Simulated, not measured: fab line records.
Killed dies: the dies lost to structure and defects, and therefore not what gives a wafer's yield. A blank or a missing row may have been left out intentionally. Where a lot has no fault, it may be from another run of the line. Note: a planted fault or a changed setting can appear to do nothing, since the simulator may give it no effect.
Which of the tools did it? -- flow nandHarc -- 18 wafers from 6 lots sampled at 5 of the route's 1302 steps

== WHAT THE GAUGES SHOWED, per wafer ==
NHARC_END_SORT_01.
lot,measured,on,killedAtArray
L225,day 25 05:31,prober-02,68 81 87
L232,day 30 07:30,prober-02,668 672 669
L240,day 31 05:10,prober-02,47 49 46
L243,day 32 20:16,prober-01,53 62 71

== EACH LOT AND THE TOOL THAT RAN IT (in order: tool; ch and the chambers of the sampled wafers; start) ==
lot,NHARC_A_STAIRCASE_ETCH_313,NHARC_A_STAIRCASE_DEP_417,NHARC_A_STAIRCASE_DEP_325,NHARC_A_STAIRCASE_DESCUM_443
L225,"rieDiel-03 ch 1,3, day 17 22:34","pecvd-03 ch 1,2, day 18 02:41","pecvd-03 ch 0,1,2, day 19 05:31","rieDiel-10 ch 0,1, day 19 13:46"
L229,"rieDiel-10 ch 1,3, day 19 05:48","pecvd-01 ch 0,1, day 19 11:19","pecvd-01 ch 0,1, day 20 13:26","rieDiel-03 ch 0,2, day 21 00:38"
L232,"rieDiel-03 ch 1,2,3, day 21 15:06","pecvd-03 ch 0,1,2, day 21 19:08","pecvd-03 ch 0,1,2, day 23 02:17","rieDiel-03 ch 0,1,2, day 23 14:07"
L240,"rieDiel-10 ch 2,3, day 23 13:38","pecvd-01 ch 0,2, day 23 18:59","pecvd-02 ch 0,1,2, day 25 01:10","rieDiel-10 ch 0,2,3, day 25 12:14"
L243,"rieDiel-08 ch 0,1,2, day 25 07:15","pecvd-01 ch 0,1,2, day 25 13:07","pecvd-02 ch 0,1,2, day 26 16:37","rieDiel-08 ch 0,1, day 27 03:33"
L246,"rieDiel-08 ch 1,2, day 26 19:15","pecvd-03 ch 0,2, day 26 23:24","pecvd-01 ch 0,1, day 28 02:27","rieDiel-08 ch 1,3, day 28 10:28"
- NHARC_A_STAIRCASE_ETCH_313: etches the open film in CF4/CHF3.
- NHARC_A_STAIRCASE_DEP_417: deposits Si3N4, target thk 60 nm.
- NHARC_A_STAIRCASE_DEP_325: deposits SiO2, target thk 7200 nm.
- NHARC_A_STAIRCASE_DESCUM_443: chemistry O2, time 3 s.

== THE ANSWER, worked out from the rows above alone ==
Rule: the usual values come from the lots themselves. The widest of any qualifying gaps counts: lots, ordered by their means at a reading, are off when they make up no more than a third of the lots, leave a main group of 4 or more, and stand apart from it by 3 or more times the standard deviation of that group's means. If all means in a main group match to the digits the tables above print for the reading, that group is not used. Also off: a lot with no number at a reading for which 4 or more lots have one. Any other lot the step has rows for is counted as sound.
Across all readings shown, no lot is off: no conclusion can be drawn from this.

== WHAT HAD BEEN PUT IN BY THE SIMULATOR ==
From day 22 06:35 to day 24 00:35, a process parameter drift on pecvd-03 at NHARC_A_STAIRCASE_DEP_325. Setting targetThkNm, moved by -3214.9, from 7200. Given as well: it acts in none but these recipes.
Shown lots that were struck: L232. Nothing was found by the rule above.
